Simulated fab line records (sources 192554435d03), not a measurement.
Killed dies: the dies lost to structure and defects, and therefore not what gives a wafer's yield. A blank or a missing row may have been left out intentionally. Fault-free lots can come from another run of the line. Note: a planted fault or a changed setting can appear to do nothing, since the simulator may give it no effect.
Struck lot and sound lot, side by side | flow n5 finfet | 39 out of 1938 route steps
Sound: wafers L105.3, L105.4, L105.6. The struck wafers were L117.1, L117.2, L117.5. The cause comes at the end.
For every step that has rows: the tool of each side, followed by ch and its chambers, followed by its first start. Under that, the readings that differ: sound wafers | struck wafers | difference of the means | sigmas: that difference in standard deviations of wafers without a fault.
alike: readings with means less than 2 such deviations apart, plus words and numbers identical on both sides. not compared: withheld readings, readings lacking a value on some wafer, bounds such as >300 that could conceal the same value, and numbers that have no deviation in the record and whose values overlap.
The two part at a step that has a row with sigmas, a row that says differs or no value, or rows on one side only. Numbers that don't overlap but have no deviation are shown without sigmas and don't part them. A reading that every wafer of one side lacks parts them only if that side has two wafers or more.

first, 9 steps without rows for these wafers: N5_BEOL_M4_ANNEAL_95 (time 240 s); N5_BEOL_M4_SPUTTER_96 (material Cu, target thk 4.5 nm, time 8.29 s); N5_BEOL_M4_ECD_50 (material Cu, target thk 300 nm); N5_BEOL_M4_ANNEAL_51 (time 90 s); N5_BEOL_M4_CMP_52 (polishes, stops on SiOC, t overpolish 6.8 s, target thk 40 nm); N5_BEOL_M4_PRE_CLEAN_60 (time 15 s); N5_BEOL_M4_CO_CAP_55 (material Co, precursor CCTBA/H2, target thk 2 nm, time 102.1 s); N5_BEOL_M4_PRE_CLEAN_56 (time 15 s); N5_BEOL_M4_DEP_57 (deposits SiCN from 3MS/NH3, target thk 8 nm, time 14 s).
N5_BEOL_M4_RC_MEAS_101:
  sound on prober-02 ch 0, day 8 13:31; struck on prober-01 ch 0, day 11 11:28
  alike: DIBL_N, DIBL_P, IOFF_N, IOFF_P, ION_N, ION_P, SS_N, SS_P, VT_N, VT_P
then, 24 steps without rows for these wafers: N5_BEOL_M5_ILD_DEP_00 (deposits SiCOH lowk from DEMS/porogen, target thk 140.64 nm, time 25.9 s); N5_BEOL_M5_CURE_79 (cures SiCOH lowk, time 240 s); N5_BEOL_M5_PECVD_70 (deposits SiO2 from TEOS/O2, target thk 16 nm, time 18 s); N5_BEOL_M5_HM_DEP_02 (deposits TiN, target thk 20 nm); N5_BEOL_M5_COAT_59 (time 60 s, resist thk 60 nm); N5_BEOL_M5_COAT_60 (time 60 s, resist thk 12 nm); N5_BEOL_M5_COAT_71 (time 60 s, resist thk 5 nm); N5_BEOL_M5_COAT_05 (resist thk 30 nm); N5_BEOL_M5_EBR_07; N5_BEOL_M5_SOFTBAKE_06 (time 60 s); N5_BEOL_M5_EXPOSE_08 (exposes mask M5, target cd 28 nm); N5_BEOL_M5_PEB_09 (peb time 60 s); N5_BEOL_M5_DEVELOP_10 (develop time 30 s); N5_BEOL_M5_DESCUM_16 (chemistry O2, time 7 s); N5_BEOL_M5_ETCH_72 (etches underlayer in N2/H2, target depth 6.5 nm, time 5.2 s); N5_BEOL_M5_ETCH_61 (etches SiARC in CF4, target depth 15.6 nm, time 26 s); N5_BEOL_M5_ETCH_62 (etches SOC in N2/H2, target depth 75 nm, overetch 15 nm, time 112.5 s); N5_BEOL_M5_STRIP_63 (strips in N2/H2); N5_BEOL_M5_STRIP_73 (strips in N2/H2); N5_BEOL_M5_STRIP_64 (strips in CF4); N5_BEOL_M5_HM_OPEN_17 (chemistry Cl2/BCl3, target TiN, target depth 20 nm, overetch 6 nm); N5_BEOL_M5_STRIP_19 (strips in O2); N5_BEOL_M5_COAT_65 (time 60 s, resist thk 60 nm); N5_BEOL_M5_COAT_66 (time 60 s, resist thk 12 nm).
N5_BEOL_M5_CMP_52: polishes, stops on SiCOH lowk, t overpolish 6.9 s, target thk 62 nm.
  sound on cmp-01 ch 2,3, day 9 02:29; struck on cmp-01 ch 2,3, day 12 00:44
  no value came back on the struck wafers for any of 6 readings (barrier field endpoint s (s), clearing platen down force psi (psi) and others); on the sound wafers barrier field endpoint s (s) reads 24.1 24.8 25.1
  reading                                    | sound        | struck          | difference | sigmas
  model.Cu_of_BEOL_M5_ECD_50.thk nm (nm)     | 59 59.6 60.4 | 300 295.4 299.6 | +239       |
  model.SiO2_of_BEOL_M5_PECVD_70.thk nm (nm) | 0 0 0        | 15.6 15.4 15.6  | +15.5      |
  not compared: model.SiCOH_lowk_of_BEOL_M5_ILD_DEP_00.thk nm
N5_BEOL_M5_THK_MEAS_53: measures by xrf.
  sound on film metro-01, day 9 02:45; struck on film metro-02, day 12 01:02
  reading     | sound          | struck            | difference | sigmas
  M5_THK (nm) | 59.4 60.2 61.1 | 304.5 299.4 303.8 | +242.3     | +99 or more
N5_BEOL_M5_RS_MEAS_57: measurement is done with a four-point probe.
  sound on film metro-01, day 9 03:01; struck on film metro-01, day 12 01:18
  reading        | sound             | struck            | difference | sigmas
  M5_RS (ohm/sq) | 0.411 0.406 0.398 | 0.054 0.055 0.054 | -0.351     | -25
N5_BEOL_M5_INSPECT_58: inspects for defects (darkfield).
  sound on defect inspect-02, day 9 03:02; struck on defect inspect-01, day 12 01:19
  reading          | sound    | struck         | difference | sigmas
  raw defect count | 54 64 68 | 1980 2006 2050 | +1950      | +89
-- a jump in the record: the struck wafers' starts before and after are 4 days apart (it breaks off in module BEOL_M5 and resumes in module PASSIVATION, where the first step shown is number 1936 of the route) --
N5_PASSIVATION_PROBE_49:
  sound on prober-02, day 12 21:05; struck on prober-01, day 16 04:36
  reading                  | sound          | struck         | difference | sigmas
  defect limited yield (%) | 91.4 94.3 91.8 | 0 0 0          | -92        | -58
  killed_at_M4_up          | 15 10 22       | 1131 1130 1085 | +1100      | +99 or more
  killed dies              | 102 67 97      | 1180 1180 1180 | +1091      | +57
  killed on rim            | 16 8 13        | 152 152 152    | +140       | +36
  sort n pass              | 1078 1113 1083 | 0 0 0          | -1091      | -55
  sort yield pct (%)       | 91.4 94.3 91.8 | 0 0 0          | -92        | -54
  alike: killed_at_M0_to_M3, killed at contacts, killed at front end, killed at other, killed open, killed short, sort_bin_5_function, sort_bin_6_memory

== WHERE THEY PART ==
At N5_BEOL_M5_CMP_52 first; at N5_PASSIVATION_PROBE_49 last (within this record only).

WHY: the cause the simulator had injected
Beginning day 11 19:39, the whole step at N5_BEOL_M5_CMP_52 was skipped on cmp-01. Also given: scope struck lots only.
